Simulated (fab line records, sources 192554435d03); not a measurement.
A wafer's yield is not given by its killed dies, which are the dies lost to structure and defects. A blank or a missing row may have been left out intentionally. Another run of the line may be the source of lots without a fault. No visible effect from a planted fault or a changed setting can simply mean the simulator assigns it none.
Struck lot and sound lot, side by side -- flow n5_finfet -- 19 steps out of a route of 1938
Sound: these wafers, L863.1, L863.2, L863.3. Struck: wafer L861.1. (L861.4 of the same lot was not struck and is left out.) The cause comes at the end.
Order at every step that has rows: each side's tool, ch and its chambers, its first start. Under that, the readings that differ: sound wafers -- struck wafers -- difference of the means -- sigmas: that difference in standard deviations of wafers without a fault.
alike: same words and numbers on both sides, and readings whose means sit less than 2 such deviations apart. not compared: any withheld reading, any reading some wafer has no value for, any bound like >300 that may hide the same value, and any number with overlapping values for which the record gives no deviation.
A row with sigmas, a row that says differs or no value, or rows on one side alone: a step with any of these is where the two part. Non-overlapping numbers with no deviation appear without sigmas and do not part them. Lack of a reading on every wafer of one side parts them only where that side has two or more wafers.

N5_PASSIVATION_AL_ETCH_33: etches Al in Cl2/BCl3, stops on TaN, target depth 2800 nm, time 466.7 s.
  sound on rie_metal-01 ch 0,1, day 15 21:47; struck on rie_metal-03 ch 1, day 15 05:59
  alike: bias_w, drypump_motor_current_A, oes_product_au, throttle_valve_pct
  not compared: rf_hours_counter_h
N5_PASSIVATION_ETCH_59: etches TaN in Cl2/BCl3, target depth 65 nm, time 34.9 s.
  sound on rie_metal-01 ch 0,1, day 15 22:11; struck on rie_metal-03 ch 1, day 15 06:23
  alike: bias_w, drypump_motor_current_A, oes_product_au, throttle_valve_pct
  not compared: rf_hours_counter_h
N5_PASSIVATION_STRIP_34: strips in O2.
  sound on rie_diel-06 ch 0,2,3, day 15 22:25; struck on rie_diel-05 ch 2, day 15 06:30
  alike: drypump_motor_current_A, oes_product_au, rf_vpp_V, showerhead_plenum_p_Torr, throttle_valve_pct
  not compared: rf_hours_counter_h
then, 4 steps without rows for these wafers: N5_PASSIVATION_STRIP_51 (strips in post etch residue remover, time 1200 s); N5_PASSIVATION_CLEAN_69 (cleans in IPA, time 180 s); N5_PASSIVATION_SRD_70 (time 30 s); N5_PASSIVATION_PECVD_53 (deposits SiO2 from TEOS/O2, target thk 800 nm, time 169.4 s).
N5_PASSIVATION_PECVD_35: deposits SiNx from SiH4/NH3/N2, target thk 700 nm, time 151.3 s.
  sound on pecvd-02 ch 0,1,2, day 15 23:04; struck on pecvd-04 ch 1, day 15 07:31
reading,sound,struck,difference,sigmas
throttle_valve_pct (%),28.8 29.7 28.2,33.3,+4.4,+2
  alike: heater_power_w, showerhead_plenum_p_Torr
then, 4 steps without rows for these wafers: N5_PASSIVATION_HMDS_37 (time 60 s); N5_PASSIVATION_COAT_38; N5_PASSIVATION_EBR_40; N5_PASSIVATION_SOFTBAKE_39 (time 120 s).
N5_PASSIVATION_EXPOSE_41: exposes mask PASS OPEN, defocus 0 nm, target cd 40000 nm.
  sound on krf_scanner-02 ch 0, day 15 23:26; struck on krf_scanner-01 ch 0, day 15 07:46
reading,sound,struck,difference,sigmas
stage_vel_mm_s (mm/s),500.14 500.28 500.14,499.42,-0.77,-3
  alike: mask
then, 3 steps without rows for these wafers: N5_PASSIVATION_PEB_42; N5_PASSIVATION_DEVELOP_43 (develop time 60 s); N5_PASSIVATION_HARDBAKE_45 (time 120 s).
N5_PASSIVATION_CD_MEAS_44: the cd target is 40000 nm.
  sound on cd_sem-02 ch 0, day 15 23:37; struck on cd_sem-02 ch 0, day 15 07:57
reading,sound,struck,difference,sigmas
cd_nm (nm),40004 40005 40006,40051,+46,+16
N5_PASSIVATION_OVL_MEAS_66:
  sound on overlay-02 ch 0, day 15 23:39; struck on overlay-02 ch 0, day 15 07:59
  alike: PASS_OPEN_OVL
N5_PASSIVATION_PROBE_49:
  sound on prober-02, day 16 02:47; struck on prober-02, day 15 11:35
  alike: defect_limited_yield, killed_at_M0_to_M3, killed_at_M4_up, killed_at_contacts, killed_at_front_end, killed_at_other, killed_dies, killed_open, killed_short, sort_bin_5_function, sort_bin_6_memory, sort_n_pass, sort_yield_pct

== WHERE THEY PART ==
Last at N5_PASSIVATION_CD_MEAS_44 as far as this record goes, first at N5_PASSIVATION_PECVD_35. Later steps at which nothing parts them and some readings are alike: N5_PASSIVATION_OVL_MEAS_66, N5_PASSIVATION_PROBE_49.

WHY: what the simulator had put in
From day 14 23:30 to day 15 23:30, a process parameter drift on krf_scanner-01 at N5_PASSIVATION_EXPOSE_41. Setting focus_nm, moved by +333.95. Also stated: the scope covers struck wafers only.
